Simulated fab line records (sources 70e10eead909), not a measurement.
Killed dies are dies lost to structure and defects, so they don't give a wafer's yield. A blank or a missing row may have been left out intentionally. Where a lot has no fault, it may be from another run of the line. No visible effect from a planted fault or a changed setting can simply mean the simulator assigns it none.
Chamber matching || flow nand harc || cmp-03 running NHARC_A_M1_CMP_23: 4 sister chambers
The step polishes, t overpolish 20 s, target thk 154.34 nm. 8 wafers are shown with their chamber, then 12 later ones without.

== WAFERS PAIRED WITH THEIR CHAMBERS ==
{"wafer": "L085.1", "chamber": 2, "motor current A (A)": 13.6, "time to endpoint s (s)": 25.6}
{"wafer": "L087.4", "chamber": 0, "motor current A (A)": 11.1, "time to endpoint s (s)": 27.7}
{"wafer": "L089.3", "chamber": 1, "motor current A (A)": 13.5, "time to endpoint s (s)": 28.6}
{"wafer": "L089.4", "chamber": 3, "motor current A (A)": 11.1, "time to endpoint s (s)": 26.7}
{"wafer": "L089.6", "chamber": 3, "motor current A (A)": 11.2, "time to endpoint s (s)": 23.9}
{"wafer": "L091.1", "chamber": 1, "motor current A (A)": 13.3, "time to endpoint s (s)": 26.5}
{"wafer": "L091.2", "chamber": 2, "motor current A (A)": 13.8, "time to endpoint s (s)": 27.0}
{"wafer": "L091.3", "chamber": 0, "motor current A (A)": 11.4, "time to endpoint s (s)": 28.3}

== WAFERS WITH NO CHAMBER GIVEN ==
{"wafer": "L094.2", "motor current A (A)": 11.7, "time to endpoint s (s)": 28.2}
{"wafer": "L094.3", "motor current A (A)": 13.2, "time to endpoint s (s)": 30.6}
{"wafer": "L094.5", "motor current A (A)": 11.1, "time to endpoint s (s)": 31.0}
{"wafer": "L093.2", "motor current A (A)": 13.9, "time to endpoint s (s)": 29.3}
{"wafer": "L093.3", "motor current A (A)": 11.0, "time to endpoint s (s)": 28.5}
{"wafer": "L093.4", "motor current A (A)": 11.0, "time to endpoint s (s)": 28.1}
{"wafer": "L096.2", "motor current A (A)": 12.9, "time to endpoint s (s)": 28.2}
{"wafer": "L096.4", "motor current A (A)": 11.4, "time to endpoint s (s)": 29.3}
{"wafer": "L096.5", "motor current A (A)": 12.8, "time to endpoint s (s)": 29.5}
{"wafer": "L095.1", "motor current A (A)": 11.1, "time to endpoint s (s)": 29.1}
{"wafer": "L095.3", "motor current A (A)": 12.6, "time to endpoint s (s)": 29.5}
{"wafer": "L095.6", "motor current A (A)": 13.2, "time to endpoint s (s)": 30.9}

== THE CHAMBER EACH PASSED THROUGH ==
{"wafer": "L094.2", "from the rows above": "can't be placed: 0 or 3", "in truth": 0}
{"wafer": "L094.3", "from the rows above": "can't be placed: 1 or 2", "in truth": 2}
{"wafer": "L094.5", "from the rows above": "can't be placed: 0 or 3", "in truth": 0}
{"wafer": "L093.2", "from the rows above": "can't be placed: 2 or 1", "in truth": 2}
{"wafer": "L093.3", "from the rows above": "can't be placed: 0 or 3", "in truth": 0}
{"wafer": "L093.4", "from the rows above": "can't be placed: 0 or 3", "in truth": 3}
{"wafer": "L096.2", "from the rows above": 1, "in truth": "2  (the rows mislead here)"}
{"wafer": "L096.4", "from the rows above": 0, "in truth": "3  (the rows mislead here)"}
{"wafer": "L096.5", "from the rows above": 1, "in truth": 1}
{"wafer": "L095.1", "from the rows above": "can't be placed: 0 or 3", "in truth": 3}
{"wafer": "L095.3", "from the rows above": 1, "in truth": 1}
{"wafer": "L095.6", "from the rows above": "can't be placed: 1 or 2", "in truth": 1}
Correct placement for 2 of the 12. Not placeable from these rows: 8 (in 8, the candidates include the true chamber). 2 placed wrongly.
How it was worked out, from the rows above alone: a wafer's distance from a chamber is the root of the sum, over the readings, of the square of ((its reading less the chamber's mean) divided by the reading's scatter). The wafer belongs to the nearest chamber; if the next one is less than 2 further off, it can't be placed. A chamber's mean is the mean of its shown wafers. The scatter: the root of (the sum of the squares of (reading less its chamber's mean) over the shown wafers, divided by (wafers less chambers)).
